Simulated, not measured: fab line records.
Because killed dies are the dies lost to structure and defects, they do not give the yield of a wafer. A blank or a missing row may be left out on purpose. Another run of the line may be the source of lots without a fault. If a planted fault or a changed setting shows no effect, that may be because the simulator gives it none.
Matching of chambers || flow n5-finfet || N5_BEOL_M2_DESCUM_16 on rie-diel-01 has 4 sister chambers
The step chemistry O2, time 7 s. 4 wafers are shown with their chamber, then 11 later ones without.

== EACH WAFER AND ITS CHAMBER ==
{"wafer": "L082.1", "chamber": 2, "showerhead-plenum-p-Torr (Torr)": 2.03}
{"wafer": "L082.3", "chamber": 0, "showerhead-plenum-p-Torr (Torr)": 2.21}
{"wafer": "L082.4", "chamber": 1, "showerhead-plenum-p-Torr (Torr)": 2.12}
{"wafer": "L083.1", "chamber": 3, "showerhead-plenum-p-Torr (Torr)": 2.09}

== WAFERS WITH NO CHAMBER GIVEN ==
{"wafer": "L083.4", "showerhead-plenum-p-Torr (Torr)": 2.20}
{"wafer": "L083.6", "showerhead-plenum-p-Torr (Torr)": 2.12}
{"wafer": "L085.2", "showerhead-plenum-p-Torr (Torr)": 2.03}
{"wafer": "L085.3", "showerhead-plenum-p-Torr (Torr)": 2.20}
{"wafer": "L085.6", "showerhead-plenum-p-Torr (Torr)": 2.09}
{"wafer": "L090.1", "showerhead-plenum-p-Torr (Torr)": 2.20}
{"wafer": "L090.4", "showerhead-plenum-p-Torr (Torr)": 2.11}
{"wafer": "L090.5", "showerhead-plenum-p-Torr (Torr)": 2.11}
{"wafer": "L096.1", "showerhead-plenum-p-Torr (Torr)": 2.02}
{"wafer": "L096.2", "showerhead-plenum-p-Torr (Torr)": 2.10}
{"wafer": "L096.3", "showerhead-plenum-p-Torr (Torr)": 2.08}

== EACH ONE'S CHAMBER ==
{"wafer": "L083.4", "from the rows above": 0, "in truth": 0}
{"wafer": "L083.6", "from the rows above": 1, "in truth": 1}
{"wafer": "L085.2", "from the rows above": 2, "in truth": 2}
{"wafer": "L085.3", "from the rows above": 0, "in truth": 0}
{"wafer": "L085.6", "from the rows above": 3, "in truth": 3}
{"wafer": "L090.1", "from the rows above": 0, "in truth": 0}
{"wafer": "L090.4", "from the rows above": "can't be placed: 1 or 3", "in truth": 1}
{"wafer": "L090.5", "from the rows above": "can't be placed: 1 or 3", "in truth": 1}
{"wafer": "L096.1", "from the rows above": 2, "in truth": 2}
{"wafer": "L096.2", "from the rows above": "can't be placed: 3 or 1", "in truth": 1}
{"wafer": "L096.3", "from the rows above": 3, "in truth": 3}
Correctly placed: 8 of 11. Unplaceable from these rows: 3, with the true chamber sitting among the candidates in 3. 0 placed wrongly.
How it was worked out, from the rows above alone: a wafer's distance from a chamber is the root of the sum, over the readings, of the square of ((its reading less the chamber's mean) divided by the reading's scatter). If the next closest chamber is less than 2 further off than the closest, the wafer can't be placed; otherwise it belongs to the closest. A chamber's mean is the mean of its shown wafers. The scatter: root of mean squared gap, hidden wafer to nearest shown wafer, with one shown wafer a chamber.
